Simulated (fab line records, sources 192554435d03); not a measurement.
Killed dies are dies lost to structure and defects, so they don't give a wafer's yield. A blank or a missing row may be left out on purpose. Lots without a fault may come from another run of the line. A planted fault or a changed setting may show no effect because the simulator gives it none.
Chamber matching | flow n5_finfet | N5_BEOL_M10_CURE_71 on uv_cure-01: 3 sister chambers
The step cures SiCOH lowk, time 240 s. 6 wafers are shown with their chamber, then 7 later ones without.

WAFERS WITH THEIR CHAMBER
wafer  | chamber | wafer_temp_C_max | lamp_power_pct (%)
L084.4 | 2       | 387.8            | 52.33
L084.6 | 2       | 387.6            | 52.24
L087.4 | 0       | 385.9            | 52.31
L087.5 | 0       | 386.1            | 52.26
L090.2 | 1       | 387.1            | 52.29
L090.4 | 1       | 387.3            | 52.35

WAFERS WITHOUT THEIR CHAMBER
wafer  | wafer_temp_C_max | lamp_power_pct (%)
L090.6 | 387.4            | 52.30
L095.1 | 387.1            | 52.33
L095.4 | 387.2            | 52.21
L095.6 | 388.6            | 52.33
L095.2 | 387.8            | 52.37
L095.3 | 387.1            | 52.22
L095.5 | 386.9            | 52.40

WHICH CHAMBER EACH WENT THROUGH
wafer  | from the rows above     | in truth
L090.6 | can't be placed: 1 or 2 | 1
L095.1 | 1                       | 1
L095.4 | can't be placed: 1 or 2 | 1
L095.6 | 2                       | 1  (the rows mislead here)
L095.2 | 2                       | 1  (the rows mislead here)
L095.3 | 1                       | 1
L095.5 | 1                       | 1
Placed correctly: 3 of 7. Can't be placed from these rows: 2 (the true chamber is among the candidates in 2). Placed wrongly: 2.
How it was worked out, from the rows above alone: a wafer's distance from a chamber is the root of the sum, over the readings, of the square of ((its reading less the chamber's mean) divided by the reading's scatter). The wafer belongs to the nearest chamber; if the next one is less than 2 further off, it can't be placed. A chamber's mean is the mean of its shown wafers. The scatter: the root of (the sum of the squares of (reading less its chamber's mean) over the shown wafers, divided by (wafers less chambers)).
